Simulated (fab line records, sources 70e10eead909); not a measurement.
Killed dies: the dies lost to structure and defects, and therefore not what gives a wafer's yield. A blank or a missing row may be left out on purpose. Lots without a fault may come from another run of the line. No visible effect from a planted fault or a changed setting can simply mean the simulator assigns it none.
Chamber matching | flow nand_harc | NHARC_A_STAIRCASE_DESCUM_186 on rie_diel-02: 4 sister chambers
The step chemistry O2, time 3 s. 8 wafers are shown with their chamber, then 7 later ones without.

== WAFERS WITH THEIR CHAMBER ==
wafer  | chamber | drypump_motor_current_A (A) | showerhead_plenum_p_Torr (Torr)
L081.1 | 2       | 6.3                         | 1.96
L082.2 | 0       | 5.7                         | 1.76
L082.5 | 0       | 5.7                         | 1.76
L087.3 | 2       | 6.3                         | 1.95
L087.4 | 3       | 5.9                         | 1.76
L087.5 | 1       | 6.7                         | 1.99
L093.2 | 3       | 5.8                         | 2.07
L093.4 | 1       | 6.7                         | 1.99

== WAFERS WITHOUT THEIR CHAMBER ==
wafer  | drypump_motor_current_A (A) | showerhead_plenum_p_Torr (Torr)
L093.5 | 5.8                         | 2.07
L094.1 | 5.8                         | 2.07
L094.3 | 6.7                         | 1.99
L094.5 | 6.7                         | 1.99
L095.1 | 5.7                         | 2.08
L095.2 | 5.9                         | 2.07
L095.3 | 6.7                         | 1.99

== EACH ONE'S CHAMBER ==
wafer  | from the rows above     | in truth
L093.5 | can't be placed: 3 or 0 | 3
L094.1 | can't be placed: 3 or 0 | 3
L094.3 | 1                       | 1
L094.5 | 1                       | 1
L095.1 | can't be placed: 0 or 3 | 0
L095.2 | 3                       | 3
L095.3 | 1                       | 1
Placed correctly: 4 of 7. Not placeable from these rows: 3 (in 3, the candidates include the true chamber). 0 placed wrongly.
How it was worked out, from the rows above alone: a wafer's distance from a chamber is the root of the sum, over the readings, of the square of ((its reading less the chamber's mean) divided by the reading's scatter). If the next closest chamber is less than 2 further off than the closest, the wafer can't be placed; otherwise it belongs to the closest. The mean given for a chamber averages the wafers shown for that chamber. How the scatter is found: for the shown wafers, subtract from each reading the mean of its chamber, square and add these, divide the total by (wafers less chambers), then take the root.
